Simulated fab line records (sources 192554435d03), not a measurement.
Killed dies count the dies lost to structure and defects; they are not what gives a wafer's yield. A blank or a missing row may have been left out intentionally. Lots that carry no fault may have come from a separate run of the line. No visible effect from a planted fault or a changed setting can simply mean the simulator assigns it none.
Lot-split experiment || flow n5_finfet || 7 lots, 21 wafers read, on a route of 1938 steps

== ON THE SPLIT ==
At N5_SDB_COAT_05 (resist thk 90 nm), the setting spin_rpm was moved away from the recipe's 1500 rpm on 5 of the 21 wafers read, by -9.9% to -3.0%. The other wafers ran this setting at the recipe's value.

== FROM THE SPLIT TO THE READING: what the file shows between them, 4 steps ==
- N5_SDB_EBR_07
- N5_SDB_SOFTBAKE_06: time 60 s
- N5_SDB_EXPOSE_08: exposes mask SDB
- N5_SDB_PEB_09: peb time 60 s

== THE READING ==
CAR-ArF_of_SDB_COAT_05.thk_nm (the simulator's own value, which no gauge read), in nm, at N5_SDB_DEVELOP_10 (develop time 30 s). The file gives no usual value for it. Here, 16 wafers ran the recipe; their average is 88.3 nm with a standard deviation of 0.2 nm.

{"wafer": "L074.2", "tool, chamber at the split": "litho_track-05, 0", "spin_rpm as run, rpm": 1500, "against the recipe": "recipe", "CAR-ArF_of_SDB_COAT_05.thk_nm, nm": 88.2, "against lot-mates on the recipe": "-"}
{"wafer": "L074.4", "tool, chamber at the split": "litho_track-05, 0", "spin_rpm as run, rpm": 1500, "against the recipe": "recipe", "CAR-ArF_of_SDB_COAT_05.thk_nm, nm": 88.2, "against lot-mates on the recipe": "-"}
{"wafer": "L074.6", "tool, chamber at the split": "litho_track-05, 0", "spin_rpm as run, rpm": 1500, "against the recipe": "recipe", "CAR-ArF_of_SDB_COAT_05.thk_nm, nm": 88, "against lot-mates on the recipe": "-"}
{"wafer": "L075.1", "tool, chamber at the split": "litho_track-01, 0", "spin_rpm as run, rpm": 1500, "against the recipe": "recipe", "CAR-ArF_of_SDB_COAT_05.thk_nm, nm": 88.4, "against lot-mates on the recipe": "-"}
{"wafer": "L075.3", "tool, chamber at the split": "litho_track-01, 0", "spin_rpm as run, rpm": 1500, "against the recipe": "recipe", "CAR-ArF_of_SDB_COAT_05.thk_nm, nm": 88, "against lot-mates on the recipe": "-"}
{"wafer": "L075.6", "tool, chamber at the split": "litho_track-01, 0", "spin_rpm as run, rpm": 1500, "against the recipe": "recipe", "CAR-ArF_of_SDB_COAT_05.thk_nm, nm": 88.2, "against lot-mates on the recipe": "-"}
{"wafer": "L077.3", "tool, chamber at the split": "litho_track-01, 0", "spin_rpm as run, rpm": 1500, "against the recipe": "recipe", "CAR-ArF_of_SDB_COAT_05.thk_nm, nm": 88, "against lot-mates on the recipe": "-"}
{"wafer": "L077.4", "tool, chamber at the split": "litho_track-01, 0", "spin_rpm as run, rpm": 1351, "against the recipe": "-9.9%", "CAR-ArF_of_SDB_COAT_05.thk_nm, nm": 93.2, "against lot-mates on the recipe": "+5.0"}
{"wafer": "L077.6", "tool, chamber at the split": "litho_track-01, 0", "spin_rpm as run, rpm": 1500, "against the recipe": "recipe", "CAR-ArF_of_SDB_COAT_05.thk_nm, nm": 88.4, "against lot-mates on the recipe": "-"}
{"wafer": "L082.1", "tool, chamber at the split": "litho_track-01, 0", "spin_rpm as run, rpm": 1500, "against the recipe": "recipe", "CAR-ArF_of_SDB_COAT_05.thk_nm, nm": 88.2, "against lot-mates on the recipe": "-"}
{"wafer": "L082.2", "tool, chamber at the split": "litho_track-01, 0", "spin_rpm as run, rpm": 1500, "against the recipe": "recipe", "CAR-ArF_of_SDB_COAT_05.thk_nm, nm": 88, "against lot-mates on the recipe": "-"}
{"wafer": "L082.3", "tool, chamber at the split": "litho_track-01, 0", "spin_rpm as run, rpm": 1410, "against the recipe": "-6.0%", "CAR-ArF_of_SDB_COAT_05.thk_nm, nm": 90.8, "against lot-mates on the recipe": "+2.7"}
{"wafer": "L086.2", "tool, chamber at the split": "litho_track-05, 0", "spin_rpm as run, rpm": 1385, "against the recipe": "-7.7%", "CAR-ArF_of_SDB_COAT_05.thk_nm, nm": 92.2, "against lot-mates on the recipe": "+3.6"}
{"wafer": "L086.5", "tool, chamber at the split": "litho_track-05, 0", "spin_rpm as run, rpm": 1500, "against the recipe": "recipe", "CAR-ArF_of_SDB_COAT_05.thk_nm, nm": 88.6, "against lot-mates on the recipe": "-"}
{"wafer": "L086.6", "tool, chamber at the split": "litho_track-05, 0", "spin_rpm as run, rpm": 1385, "against the recipe": "-7.7%", "CAR-ArF_of_SDB_COAT_05.thk_nm, nm": 92.4, "against lot-mates on the recipe": "+3.8"}
{"wafer": "L090.1", "tool, chamber at the split": "litho_track-05, 0", "spin_rpm as run, rpm": 1500, "against the recipe": "recipe", "CAR-ArF_of_SDB_COAT_05.thk_nm, nm": 88.4, "against lot-mates on the recipe": "-"}
{"wafer": "L090.3", "tool, chamber at the split": "litho_track-05, 0", "spin_rpm as run, rpm": 1500, "against the recipe": "recipe", "CAR-ArF_of_SDB_COAT_05.thk_nm, nm": 88.4, "against lot-mates on the recipe": "-"}
{"wafer": "L090.5", "tool, chamber at the split": "litho_track-05, 0", "spin_rpm as run, rpm": 1500, "against the recipe": "recipe", "CAR-ArF_of_SDB_COAT_05.thk_nm, nm": 88.2, "against lot-mates on the recipe": "-"}
{"wafer": "L092.1", "tool, chamber at the split": "litho_track-03, 0", "spin_rpm as run, rpm": 1500, "against the recipe": "recipe", "CAR-ArF_of_SDB_COAT_05.thk_nm, nm": 88.6, "against lot-mates on the recipe": "-"}
{"wafer": "L092.4", "tool, chamber at the split": "litho_track-03, 0", "spin_rpm as run, rpm": 1455, "against the recipe": "-3.0%", "CAR-ArF_of_SDB_COAT_05.thk_nm, nm": 89.8, "against lot-mates on the recipe": "+1.3"}
{"wafer": "L092.5", "tool, chamber at the split": "litho_track-03, 0", "spin_rpm as run, rpm": 1500, "against the recipe": "recipe", "CAR-ArF_of_SDB_COAT_05.thk_nm, nm": 88.4, "against lot-mates on the recipe": "-"}

FIT RESULTS
A straight line over all 21 wafers: CAR-ArF_of_SDB_COAT_05.thk_nm changes by -0.501 nm for each +1% of spin_rpm; r = -0.99; the points scatter about the line by 0.22 nm.
The same after taking each lot's own level away (the mean of its wafers on the recipe; 21 wafers): -0.486 nm for each +1%; r = -1.00; scatter 0.14 nm.
On that fit, the largest move of spin_rpm shifts the reading by 4.8 nm.
Measured against the standard deviation above, the lots' own levels, which go from 88.10 to 88.60 nm, span 2.5 times it.
The two slopes agree, so the slope changes little with the lot-to-lot level.
Check: for one of the wafers moved furthest among these (-9.9%), held out of the fit, the line's prediction against its lot-mates is +4.7 nm. Against them it came out at +5 nm.

== OTHER SPLITS ON THESE WAFERS ==
Other splits were also applied to these wafers ahead of the reading. Each is held against what the fit with the lots' levels taken away leaves over:
{"other split on the same wafers": "N5_WELL_APT_COAT_19 spin_rpm", "wafers away from the commonest value": 10, "r with CAR-ArF_of_SDB_COAT_05.thk_nm (lot level and that fit taken away)": -0.01}
{"other split on the same wafers": "N5_FIN_CUT_EXPOSE_05 dose_mj", "wafers away from the commonest value": 8, "r with CAR-ArF_of_SDB_COAT_05.thk_nm (lot level and that fit taken away)": -0.17}
{"other split on the same wafers": "N5_FIN_CUT_ETCH_21 h2_flow_sccm", "wafers away from the commonest value": 6, "r with CAR-ArF_of_SDB_COAT_05.thk_nm (lot level and that fit taken away)": "+0.15"}
{"other split on the same wafers": "N5_SD_EPI_N_COAT_33 spin_rpm", "wafers away from the commonest value": 6, "r with CAR-ArF_of_SDB_COAT_05.thk_nm (lot level and that fit taken away)": "+0.05"}
{"other split on the same wafers": "N5_SD_EPI_N_DESCUM_14 time_s", "wafers away from the commonest value": 7, "r with CAR-ArF_of_SDB_COAT_05.thk_nm (lot level and that fit taken away)": -0.39}
{"other split on the same wafers": "N5_SD_EPI_P_EPI_21 epi_growth_time_s", "wafers away from the commonest value": 3, "r with CAR-ArF_of_SDB_COAT_05.thk_nm (lot level and that fit taken away)": "+0.22"}
{"other split on the same wafers": "N5_SD_ACTIVATION_LSA_01 temp_c", "wafers away from the commonest value": 5, "r with CAR-ArF_of_SDB_COAT_05.thk_nm (lot level and that fit taken away)": -0.12}
{"other split on the same wafers": "N5_ILD0_ALD_15 ald_cycles", "wafers away from the commonest value": 5, "r with CAR-ArF_of_SDB_COAT_05.thk_nm (lot level and that fit taken away)": "+0.34"}

== THE WHOLE CHAIN: every reading that the file lists as answering this split, in the file's order ==
{"step": "N5_SDB_COAT_05", "what it does": "resist thk 90 nm", "reading": "CAR-ArF_of_SDB_COAT_05.thk_nm (the simulator's own value, which no gauge read)", "change (the file's fit)": "-0.473 nm for each +1% of the setting", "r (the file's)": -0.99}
{"step": "N5_SDB_DEVELOP_10", "what it does": "develop time 30 s", "reading": "CAR-ArF_of_SDB_COAT_05.thk_nm (the simulator's own value, which no gauge read)", "change (the file's fit)": "-0.485 nm for each +1% of the setting", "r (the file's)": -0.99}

== THE FILE'S OWN FIT ==
CAR-ArF_of_SDB_COAT_05.thk_nm changes by -0.485 nm for each +1% of spin_rpm, r = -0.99.
